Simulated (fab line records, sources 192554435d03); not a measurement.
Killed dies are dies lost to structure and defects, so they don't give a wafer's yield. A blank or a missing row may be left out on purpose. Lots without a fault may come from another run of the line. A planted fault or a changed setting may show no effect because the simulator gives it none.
A struck lot beside a sound one | flow n5_finfet | 13 steps out of a route of 1938
Sound: wafers L700.1, L700.3, L700.4. Struck: wafer L706.5. (L706.2, L706.6 of the same lot were not struck and are left out.) The cause comes at the end.
At each step with rows: each side's tool, then ch and its chambers, then its first start. Under that, the readings that differ: sound wafers | struck wafers | difference of the means | sigmas: that difference in standard deviations of wafers without a fault.
alike: readings whose means differ by less than 2 such deviations, and words and numbers that are the same on both sides. not compared: withheld readings, readings that some wafer has no value for, bounds like >300 that may hide the same value, and numbers for which the record gives no deviation and whose values overlap.
The two part at a step that has a row with sigmas, a row that says differs or no value, or rows on one side only. Numbers that don't overlap but have no deviation are shown without sigmas and don't part them. A reading that every wafer of one side lacks parts them only if that side has two wafers or more.

N5_BEOL_M15_ETCH_61: etches BARC in N2/H2, target depth 89 nm, overetch 26.7 nm, time 67.9 s.
  sound on rie_diel-05 ch 0,1, day 13 06:54; struck on rie_diel-05 ch 0, day 14 14:29
  reading                     | sound       | struck | difference | sigmas
  drypump_motor_current_A (A) | 6.4 5.0 5.0 | 6.5    | +1.0       | +2
  alike: oes_product_au, rf_vpp_V, showerhead_plenum_p_Torr, throttle_valve_pct
  not compared: rf_hours_counter_h
then, 2 steps without rows for these wafers: N5_BEOL_M15_TRENCH_ETCH_34 (etches SiO2 in C4F8/O2/Ar, target depth 872.93 nm, time 199 s); N5_BEOL_M15_STRIP_36 (strips in O2).
N5_BEOL_M15_STRIP_62: strips in O2.
  sound on rie_diel-03 ch 0,2,3; struck on rie_diel-02 ch 0
  reading                | sound             | struck | difference | sigmas
  throttle_valve_pct (%) | 16.68 16.72 16.60 | 16.19  | -0.48      | -2
  alike: drypump_motor_current_A, o2_flow_sccm, oes_product_au, rf_vpp_V, showerhead_plenum_p_Torr
  not compared: rf_hours_counter_h
N5_BEOL_M15_STRIP_37: strips in O2.
  sound on rie_diel-03 ch 0,2,3; struck on rie_diel-02 ch 0
  reading                | sound             | struck | difference | sigmas
  throttle_valve_pct (%) | 16.68 16.72 16.57 | 16.21  | -0.45      | -2
  alike: drypump_motor_current_A, o2_flow_sccm, oes_product_au, rf_vpp_V, showerhead_plenum_p_Torr
  not compared: rf_hours_counter_h
then, 4 steps without rows for these wafers: N5_BEOL_M15_ETCH_38 (etches SiCN in CF4/N2, target depth 106.4 nm, time 120.5 s); N5_BEOL_M15_PRECLEAN_39 (cleans in residue remover, time 60 s); N5_BEOL_M15_SRD_40 (time 30 s, dry time 30 s); N5_BEOL_M15_DEGAS_41 (time 60 s).
N5_BEOL_M15_PRE_CLEAN_42: time 30 s.
  sound on pvd_sputter-03, day 13 08:20; struck on pvd_sputter-03, day 14 15:52
  alike: heater_power_w
then, 1 step without rows for these wafers: N5_BEOL_M15_SPUTTER_43 (material TaN, target thk 15 nm, time 24.19 s).
N5_BEOL_M15_SPUTTER_44: material Ta, target thk 15 nm, time 24.19 s.
  sound on pvd_sputter-03, day 13 08:28; struck on pvd_sputter-03, day 14 15:59
  reading                                     | sound          | struck | difference | sigmas
  model.Ta_of_BEOL_M15_SPUTTER_44.thk_nm (nm) | 15.4 15.4 15.4 | 16.6   | +1.2       |
  alike: cathode_dc_power_W, throttle_valve_pct
N5_BEOL_M15_SPUTTER_45: material Cu, target thk 100 nm, time 16.67 s.
  sound on pvd_sputter-03, day 13 08:32; struck on pvd_sputter-03, day 14 16:04
  alike: cathode_dc_power_W, throttle_valve_pct

WHERE THEY PART
First at N5_BEOL_M15_ETCH_61; last, within this record, at N5_BEOL_M15_STRIP_37. Later steps at which nothing parts them and some readings are alike: N5_BEOL_M15_PRE_CLEAN_42, N5_BEOL_M15_SPUTTER_44, N5_BEOL_M15_SPUTTER_45.

WHY: what the simulator had put in
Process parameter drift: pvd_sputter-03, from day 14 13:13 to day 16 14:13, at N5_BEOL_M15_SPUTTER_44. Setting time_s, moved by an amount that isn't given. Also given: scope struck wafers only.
